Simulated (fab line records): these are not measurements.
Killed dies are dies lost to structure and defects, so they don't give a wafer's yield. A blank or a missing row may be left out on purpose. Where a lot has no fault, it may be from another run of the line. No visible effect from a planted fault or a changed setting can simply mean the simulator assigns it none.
fab line records -- flow nand_harc
[record] lots = 12, wafers = 36, last_day = 34
route steps=1302 shown THIN_TSV@1265 END@1302
lots that met no fault: from a run of the same line without faults
start_h: the number of hours between the record's first day and the start of the first shown wafer of the lot -- wait_h: hours since the lot's step before -- " repeats the value in the row above -- L1.1+2: several wafers, shown together as one row -- - no value, or no start was given -- * or withheld: withheld -- < > ~ a bound
route shown NAME@n: NAME is a module with steps in the file, n the number in the route of the first one -- usual: mean and standard deviation over wafers with no fault -- same: alike in all rows -- chamber/n: place in a boat -- sites: the reading at each site -- _std_site: their standard deviation -- _edge_site: outer sites' mean less inner sites' -- radius_mm: for every site, how far away it sits from the centre of the wafer -- mask NAME#n: copy n -- behind: the tool/chamber that last shaped the wafer -- hold: reason for holding the lot/hours on hold/outcome of the hold -- device: the transistor (n, p or np) that didn't switch -- end of line: the same wafers' tests at the end of the route -- a step without rows: its recipe alone -- killed: the dies lost at the first sort to structure and to defects; this is not the yield of the wafer -- map: a wafer's dies, x killed, . not, _ none there
set.NAME: the setting that was run; set.NAME@STEP: the one run at that earlier step -- model.NAME: the simulator's own value behind a step, which no gauge read
steps of the route over a sample of lots; a table a step, a row a wafer
services: a tool's chamber out of use, with start hour (start_h, from the record's first day; less than 0 if before it), hours out, and reason
[[steps]]
[step NHARC_THIN_TSV_STRIP_45]
[recipe] power_w = 1500, temp_c = 250, chemistry = O2
[usual] drypump_motor_current_A = 5.4/0.45, heater_power_w = 387/38
lot.wafer,tool,chamber,start_h,wait_h,drypump_motor_current_A,heater_power_w,rf_hours_counter_h
L200.2,plasma_asher-02,1,601.48,0.1,4.9,411,32
L200.1,plasma_asher-02,0,601.48,0.1,5.4,407,32
L200.4,plasma_asher-02,1,601.48,0.1,4.9,405,-
L201.2,plasma_asher-02,1,602.97,0.1,4.9,424,32
L201.5,plasma_asher-02,1,602.97,0.1,4.9,406,-
L201.6,plasma_asher-02,0,602.97,0.1,5.4,417,-
L202.3,plasma_asher-02,1,626.99,0.2,4.9,424,-
L202.4,plasma_asher-02,0,626.99,0.2,5.4,379,-
L202.5,plasma_asher-02,0,626.99,0.2,5.4,365,-
L203.1,plasma_asher-01,1,643.31,0.1,6.0,391,27
L203.3,plasma_asher-01,0,643.31,0.1,6.1,310,-
L203.5,plasma_asher-01,0,643.31,0.1,6.1,307,-
L205.2,plasma_asher-02,0,649.84,0.1,5.4,379,7
L205.3,plasma_asher-02,1,649.84,0.1,4.9,433,-
L205.4,plasma_asher-02,0,649.84,0.1,5.4,370,-
L207.2,plasma_asher-02,1,670.79,0.1,4.9,426,12
L207.1,plasma_asher-02,0,670.79,0.1,5.4,369,12
L207.4,plasma_asher-02,1,670.79,0.1,4.9,428,-
L208.2,plasma_asher-02,0,671.95,0.1,5.4,383,12
L208.1,plasma_asher-02,1,671.95,0.1,4.9,441,12
L208.5,plasma_asher-02,0,671.95,0.1,5.4,374,-
L213.2,plasma_asher-01,1,720.55,0.1,5.9,389,2
L213.1,plasma_asher-01,0,720.55,0.1,6.1,321,2
L213.3,plasma_asher-01,0,720.55,0.1,6.1,322,-
L212.2,plasma_asher-02,0,721.61,0.1,5.4,387,26
L212.1,plasma_asher-02,1,721.61,0.1,4.9,430,26
L212.6,plasma_asher-02,1,721.61,0.1,4.9,429,-
L218.2,plasma_asher-02,0,765.91,0.1,5.4,365,36
L218.4,plasma_asher-02,1,765.91,0.1,5.0,416,-
L218.5,plasma_asher-02,1,765.91,0.1,4.9,426,-
L217.1,plasma_asher-02,1,767.62,0.1,4.9,422,36
L217.3,plasma_asher-02,1,767.62,0.1,4.9,432,-
L217.6,plasma_asher-02,0,767.62,0.1,5.4,373,-
L219.1,plasma_asher-02,0,790.64,0.1,5.4,382,0
L219.4,plasma_asher-02,1,790.64,0.1,4.9,434,-
L219.3,plasma_asher-02,0,790.64,0.1,5.4,393,-
[step NHARC_THIN_TSV_STRIP_62]
[recipe] power_w = 1500, temp_c = 250, time_s = 20, chemistry = N2/H2
[usual] drypump_motor_current_A = 5.6/0.47, heater_power_w = 376/41
lot.wafer,tool,chamber,start_h,wait_h,drypump_motor_current_A,heater_power_w,rf_hours_counter_h
L200.1,plasma_asher-01,0,603.17,-,6.1,313,18
L200.2,plasma_asher-01,1,603.17,-,6.0,389,18
L200.4,plasma_asher-01,1,603.17,-,5.9,392,-
L201.2,plasma_asher-01,1,604.53,-,5.9,388,19
L201.6,plasma_asher-01,1,604.53,-,5.9,393,-
L201.5,plasma_asher-01,0,604.53,-,6.1,316,-
L202.3,plasma_asher-02,1,628.50,-,4.9,434,-
L202.4,plasma_asher-02,0,628.50,-,5.4,381,-
L202.5,plasma_asher-02,1,628.50,-,4.9,428,-
L203.1,plasma_asher-02,1,644.84,-,4.9,420,5
L203.3,plasma_asher-02,0,644.84,-,5.4,375,-
L203.5,plasma_asher-02,0,644.84,-,5.4,378,-
L205.2,plasma_asher-02,0,651.46,-,5.4,381,8
L205.3,plasma_asher-02,1,651.46,-,4.9,426,-
L205.4,plasma_asher-02,0,651.46,-,5.4,371,-
L207.2,plasma_asher-01,0,672.35,-,6.1,317,34
L207.1,plasma_asher-01,1,672.35,-,5.9,398,34
L207.4,plasma_asher-01,0,672.35,-,6.1,312,-
L208.2,plasma_asher-01,1,673.50,-,6.0,402,34
L208.1,plasma_asher-01,0,673.50,-,6.1,314,34
L208.5,plasma_asher-01,0,673.50,-,6.1,316,-
L213.1,plasma_asher-01,1,722.11,-,5.9,388,2
L213.2,plasma_asher-01,0,722.11,-,6.1,321,2
L213.3,plasma_asher-01,0,722.11,-,6.1,321,-
L212.2,plasma_asher-02,1,723.16,-,4.9,418,26
L212.1,plasma_asher-02,0,723.16,-,5.4,382,26
L212.6,plasma_asher-02,0,723.16,-,5.4,364,-
L218.2,plasma_asher-01,0,767.44,-,6.1,322,13
L218.4,plasma_asher-01,1,767.44,-,5.9,396,-
L218.5,plasma_asher-01,1,767.44,-,5.9,387,-
L217.1,plasma_asher-02,1,769.34,-,4.9,429,37
L217.3,plasma_asher-02,1,769.34,-,4.9,428,-
L217.6,plasma_asher-02,1,769.34,-,4.9,425,-
L219.1,plasma_asher-01,0,792.17,-,6.1,315,18
L219.4,plasma_asher-01,1,792.17,-,6.0,383,-
L219.3,plasma_asher-01,0,792.17,-,6.1,321,-
[step NHARC_THIN_TSV_CD_MEAS_33]
[recipe] target_cd_nm = 5000, landing_energy_ev = 500
[usual] cd_nm = 4999.7/1.9
lot.wafer,tool,chamber,start_h,wait_h,cd_nm
L200.1,cd_sem-01,0,606.37,-,4998.6
L200.2,cd_sem-01,0,606.37,-,4999.9
L200.4,cd_sem-01,0,606.37,-,4997.8
L201.2,cd_sem-02,0,607.86,-,5002.5
L201.5,cd_sem-02,0,607.86,-,5001.2
L201.6,cd_sem-02,0,607.86,-,5000.6
L202.3,cd_sem-03,0,631.64,-,4997.9
L202.4,cd_sem-03,0,631.64,-,4998.3
L202.5,cd_sem-03,0,631.64,-,5000.6
L203.1,cd_sem-02,0,648.13,-,4999.7
L203.3,cd_sem-02,0,648.13,-,5001.5
L203.5,cd_sem-02,0,648.13,-,5000.5
L205.2,cd_sem-01,0,654.77,-,4997.9
L205.3,cd_sem-01,0,654.77,-,4998.7
L205.4,cd_sem-01,0,654.77,-,4998.9
L207.1,cd_sem-03,0,675.51,-,5001.8
L207.2,cd_sem-03,0,675.51,-,5001.6
L207.4,cd_sem-03,0,675.51,-,5001.2
L208.1,cd_sem-02,0,676.69,-,5000.1
L208.2,cd_sem-02,0,676.69,-,5000.5
L208.5,cd_sem-02,0,676.69,-,5001.7
L213.1,cd_sem-02,0,725.41,-,4999.6
L213.2,cd_sem-02,0,725.41,-,5000.4
L213.3,cd_sem-02,0,725.41,-,5002.7
L212.1,cd_sem-01,0,726.46,-,4999.0
L212.2,cd_sem-01,0,726.46,-,5001.2
L212.6,cd_sem-01,0,726.46,-,5002.2
L218.2,cd_sem-03,0,770.86,-,5000.9
L218.4,cd_sem-03,0,770.86,-,5002.3
L218.5,cd_sem-03,0,770.86,-,5000.7
L217.1,cd_sem-03,0,772.50,-,5001.8
L217.3,cd_sem-03,0,772.50,-,4999.8
L217.6,cd_sem-03,0,772.50,-,4997.1
L219.1,cd_sem-01,0,795.48,-,5001.2
L219.3,cd_sem-01,0,795.48,-,5000.6
L219.4,cd_sem-01,0,795.48,-,4999.4
[step NHARC_THIN_TSV_ANNEAL_58]
[recipe] temp_c = 400, time_s = 1800
[usual] spike_tc_bottom_C = 426/5.1, spike_tc_centre_C = 400.6/1.4, spike_tc_lower_C = 399.9/1.2, spike_tc_top_C = 429/3.6, spike_tc_upper_C = 398.9/1.1, tube_center_temp_C_max = 401.03/0.19, zone_power_lower_pct = 4.3/0.41, zone_power_upper_pct = 4.41/0.12
lot.wafer,tool,chamber,start_h,wait_h,spike_tc_bottom_C,spike_tc_centre_C,spike_tc_lower_C,spike_tc_top_C,spike_tc_upper_C,tube_center_temp_C_max,zone_power_lower_pct,zone_power_upper_pct
L200.1,furnace-04,0,611.24,3.4,422,399.5,401.6,423,398.0,400.93,3.8,4.35
L200.2,furnace-04,0,611.24,3.4,424,400.0,400.3,424,399.5,401.06,3.8,4.43
L200.4,furnace-04,0,611.24,3.4,423,397.6,400.9,423,398.7,400.95,3.8,4.45
L201.2,furnace-04,0,611.24,1.7,421,399.9,399.3,426,397.1,400.83,3.9,4.47
L201.5,furnace-04,0,611.24,1.7,422,398.5,398.2,424,399.5,401.45,3.8,4.40
L201.6,furnace-04,0,611.24,1.7,423,399.5,398.7,426,397.8,400.86,3.8,4.36
L202.3,furnace-08,0,636.24,3.1,434,401.3,398.8,433,397.7,401.24,4.7,4.45
L202.4,furnace-08,0,636.24,3.1,432,402.0,398.2,433,398.9,400.71,4.8,4.50
L202.5,furnace-08,0,636.24,3.1,434,403.8,398.2,433,399.8,400.78,4.8,4.54
L203.1,furnace-08,0,653.49,3.8,433,400.1,397.3,431,399.6,401.24,4.7,4.50
L203.3,furnace-08,0,653.49,3.8,431,401.0,400.1,435,398.1,401.28,4.7,4.62
L203.5,furnace-08,0,653.49,3.8,435,401.3,398.4,432,399.2,401.01,4.7,4.50
L205.2,furnace-04,0,658.15,1.9,422,397.5,399.2,426,399.9,400.90,3.8,4.34
L205.3,furnace-04,0,658.15,1.9,425,398.7,399.4,423,398.2,401.07,3.8,4.35
L205.4,furnace-04,0,658.15,1.9,425,399.2,400.4,424,399.8,401.10,3.7,4.34
L207.1,furnace-08,0,681.63,4.4,432,401.2,398.5,432,399.8,401.04,4.8,4.57
L207.2,furnace-08,0,681.63,4.4,432,401.6,399.5,432,398.5,400.93,4.7,4.55
L207.4,furnace-08,0,681.63,4.4,432,401.1,400.0,431,397.1,401.14,4.8,4.56
L208.1,furnace-08,0,681.63,3.5,431,400.7,400.7,432,399.0,400.87,4.8,4.51
L208.2,furnace-08,0,681.63,3.5,431,398.8,399.6,433,399.6,401.48,4.7,4.48
L208.5,furnace-08,0,681.63,3.5,431,401.0,399.4,432,398.2,401.43,4.7,4.47
L212.1,furnace-08,0,731.49,3.6,456,423.5,422.1,455,423.0,400.92,5.2,4.90
L212.2,furnace-08,0,731.49,3.6,453,425.2,423.8,454,421.1,401.31,5.2,4.90
L212.6,furnace-08,0,731.49,3.6,452,424.7,422.8,454,422.0,400.95,5.2,4.94
L213.1,furnace-08,0,731.49,4.6,454,423.6,422.3,454,420.1,401.20,5.1,4.98
L213.2,furnace-08,0,731.49,4.6,455,424.0,423.1,454,423.9,401.13,5.1,4.88
L213.3,furnace-08,0,731.49,4.6,456,424.7,422.9,453,421.8,400.69,5.2,4.94
L217.1,furnace-02,0,774.53,0.6,421,399.0,399.6,427,398.3,400.81,4.3,4.23
L217.3,furnace-02,0,774.53,0.6,422,399.7,402.4,428,398.2,401.12,4.2,4.30
L217.6,furnace-02,0,774.53,0.6,421,401.1,400.1,428,399.9,400.95,4.3,4.26
L218.2,furnace-02,0,774.53,2.2,422,399.8,401.3,427,399.5,400.81,4.3,4.25
L218.4,furnace-02,0,774.53,2.2,423,399.2,402.1,428,398.7,400.98,4.3,4.23
L218.5,furnace-02,0,774.53,2.2,422,400.0,402.1,428,398.8,400.88,4.3,4.20
L219.1,furnace-02,0,803.27,6.4,421,400.1,400.4,429,398.2,401.08,4.3,4.28
L219.3,furnace-02,0,803.27,6.4,422,400.7,401.4,428,399.6,401.16,4.3,4.22
L219.4,furnace-02,0,803.27,6.4,423,402.0,401.3,428,399.3,400.85,4.3,4.24
[step NHARC_END_SORT_01]
[recipe] temp_c = 25
[usual] defect_limited_yield = 89.9/2.7, killed_at_array = 64/18, killed_at_other = 0.8/1.1, killed_at_periphery = 3.8/2.7, killed_dies = 68/18, killed_open = 3.3/1.9, killed_short = 2.3/1.8
[same] gross_dies = 677
lot.wafer,tool,chamber,start_h,wait_h,defect_limited_yield[%],killed_at_array,killed_at_other,killed_at_periphery,killed_dies,killed_open,killed_short
L203.1,prober-02,0,657.96,2.5,94.5,28,4,5,37,2,5
L203.3,prober-02,0,659.55,3.1,95.3,28,0,4,32,2,0
L203.5,prober-02,0,661.14,3.7,92.6,42,1,7,50,5,4
L207.1,prober-02,0,686.18,2.5,92.3,48,1,3,52,4,6
L207.2,prober-02,0,686.98,2.8,90.4,58,1,6,65,5,2
L207.4,prober-02,0,688.58,3.4,92.5,48,0,3,51,3,3
L213.1,prober-02,0,735.98,2.5,88.3,77,0,2,79,3,2
L212.1,prober-01,0,735.99,2.5,89.7,67,1,2,70,5,0
L212.2,prober-01,0,736.77,2.8,88.3,78,1,0,79,2,1
L212.6,prober-01,0,739.89,3.9,88.5,72,3,3,78,3,4
// killed by level:class
L203.1 A_CHANNEL_HOLE_D2:chamber_film_flake=8 A_CHANNEL_HOLE_D1:chamber_film_flake=6 A_CONTACT:chamber_film_flake=6 THIN_TSV:chamber_film_flake=4 A_STAIRCASE:chamber_film_flake=2 P_GATE:geometric_particle:open=1 P_CONTACT:geometric_particle:short=1 P_M0:geometric_particle:short=1
L203.3 A_CHANNEL_HOLE_D2:chamber_film_flake=14 A_CHANNEL_HOLE_D1:chamber_film_flake=5 P_M0:chamber_film_flake=2 A_SLIT:chamber_film_flake=2 A_CONTACT:chamber_film_flake=2 A_CHANNEL_HOLE_D1:geometric_particle:open=1 A_M0:geometric_particle:open=1 P_STI:chamber_film_flake=1
L203.5 A_CHANNEL_HOLE_D2:chamber_film_flake=17 A_CONTACT:chamber_film_flake=6 A_CHANNEL_HOLE_D1:chamber_film_flake=4 A_WL_FILL:geometric_particle:short=3 A_STAIRCASE:chamber_film_flake=3 A_SLIT:chamber_film_flake=3 P_BONDPAD:chamber_film_flake=2 A_BLC:chamber_film_flake=2
L207.1 A_CHANNEL_HOLE_D1:chamber_film_flake=26 A_WL_FILL:chamber_film_flake=6 A_CHANNEL_FILL_D1:chamber_film_flake=4 A_SLIT:chamber_film_flake=3 A_DECK1_JOINT:geometric_particle:short=2 A_CONTACT:chamber_film_flake=2 P_CONTACT:geometric_particle:short=1 P_M0:geometric_particle:short=1
L207.2 A_CHANNEL_HOLE_D1:chamber_film_flake=35 A_SLIT:chamber_film_flake=5 P_STI:chamber_film_flake=5 A_CHANNEL_FILL_D1:chamber_film_flake=5 A_CONTACT:chamber_film_flake=3 A_CHANNEL_FILL_D1:geometric_particle:open=2 A_CHANNEL_FILL_D1:geometric_particle:short=2 A_CHANNEL_FILL_D2:geometric_particle:open=2
L207.4 A_CHANNEL_HOLE_D1:chamber_film_flake=35 A_WL_FILL:chamber_film_flake=3 P_STI:chamber_film_flake=2 P_CONTACT:geometric_particle:open=1 A_CHANNEL_FILL_D1:geometric_particle:short=1 A_CHANNEL_FILL_D1:geometric_particle:open=1 A_ONON_D2:geometric_particle:short=1 A_CHANNEL_HOLE_D2:geometric_particle:short=1
L213.1 A_CHANNEL_HOLE_D1:chamber_film_flake=36 A_CHANNEL_HOLE_D2:chamber_film_flake=24 A_SLIT:chamber_film_flake=5 A_CHANNEL_FILL_D1:chamber_film_flake=4 A_STAIRCASE:chamber_film_flake=3 P_CONTACT:geometric_particle:short=1 A_ONON_D1:geometric_particle:open=1 A_CHANNEL_HOLE_D2:geometric_particle:open=1
L212.1 A_SLIT:chamber_film_flake=28 A_CHANNEL_HOLE_D2:chamber_film_flake=24 A_CONTACT:chamber_film_flake=5 A_CHANNEL_HOLE_D2:geometric_particle:open=2 A_STAIRCASE:chamber_film_flake=2 A_ONON_D1:geometric_particle:open=1 A_CHANNEL_FILL_D1:geometric_particle:open=1 A_M0:geometric_particle:open=1
L212.2 A_CHANNEL_HOLE_D2:chamber_film_flake=31 A_SLIT:chamber_film_flake=28 A_CHANNEL_HOLE_D1:chamber_film_flake=7 A_CONTACT:chamber_film_flake=7 A_STAIRCASE:geometric_particle:open=1 A_WL_FILL:geometric_particle:short=1 A_CONTACT:geometric_particle:open=1 A_DECK1_JOINT:chamber_film_flake=1
L212.6 A_SLIT:chamber_film_flake=30 A_CHANNEL_HOLE_D2:chamber_film_flake=22 A_CONTACT:chamber_film_flake=7 A_CHANNEL_HOLE_D1:chamber_film_flake=5 THIN_TSV:chamber_film_flake=2 P_CONTACT:geometric_particle:short=1 P_M2:geometric_particle:open=1 A_ONON_D1:geometric_particle:short=1
[[services]]
tool,chamber,start_h,hours,kind
plasma_asher-01,-,592.51,1.7,repair
plasma_asher-02,-,603.25,9.0,pm
plasma_asher-02,0,603.25,9.0,vent_cycle
plasma_asher-02,1,603.25,9.0,vent_cycle
plasma_asher-02,0,612.25,-,clean
plasma_asher-02,1,612.25,-,clean
plasma_asher-01,-,696.39,9.0,pm
plasma_asher-01,0,696.39,9.0,vent_cycle
plasma_asher-01,1,696.39,9.0,vent_cycle
plasma_asher-01,0,705.39,-,clean
plasma_asher-01,1,705.39,-,clean
furnace-08,-,719.08,3.8,repair
furnace-04,-,739.56,38.7,repair
furnace-04,-,778.27,26.0,pm
plasma_asher-02,-,780.25,9.0,pm
plasma_asher-02,0,780.25,9.0,vent_cycle
plasma_asher-02,1,780.25,9.0,vent_cycle
plasma_asher-02,0,789.25,-,clean
plasma_asher-02,1,789.25,-,clean
plasma_asher-01,-,799.36,2.0,repair
[[key]]
[first_sign] step = NHARC_THIN_TSV_ANNEAL_58, reading = spike_tc_upper_C, direction = up, sigmas = 21, usual = 398.9, struck = 422.0
[effect] step = NHARC_THIN_TSV_ANNEAL_58, reading = spike_tc_lower_C, direction = up, sigmas = 19, usual = 399.9, struck = 422.8
met_at NHARC_THIN_TSV_ANNEAL_58
struck_lots L212,L213
not_acting_at NHARC_THIN_TSV_STRIP_45,NHARC_THIN_TSV_STRIP_62,NHARC_THIN_TSV_CD_MEAS_33
onset_between 681.63 731.49
[fault] kind = process_parameter_drift, tool = furnace-08, chamber = -, onset_h = 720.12, steps = NHARC_THIN_TSV_ANNEAL_58, channel = temp_c, offset = *, shape = step, end_h = 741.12, acts_in = *, stated = *
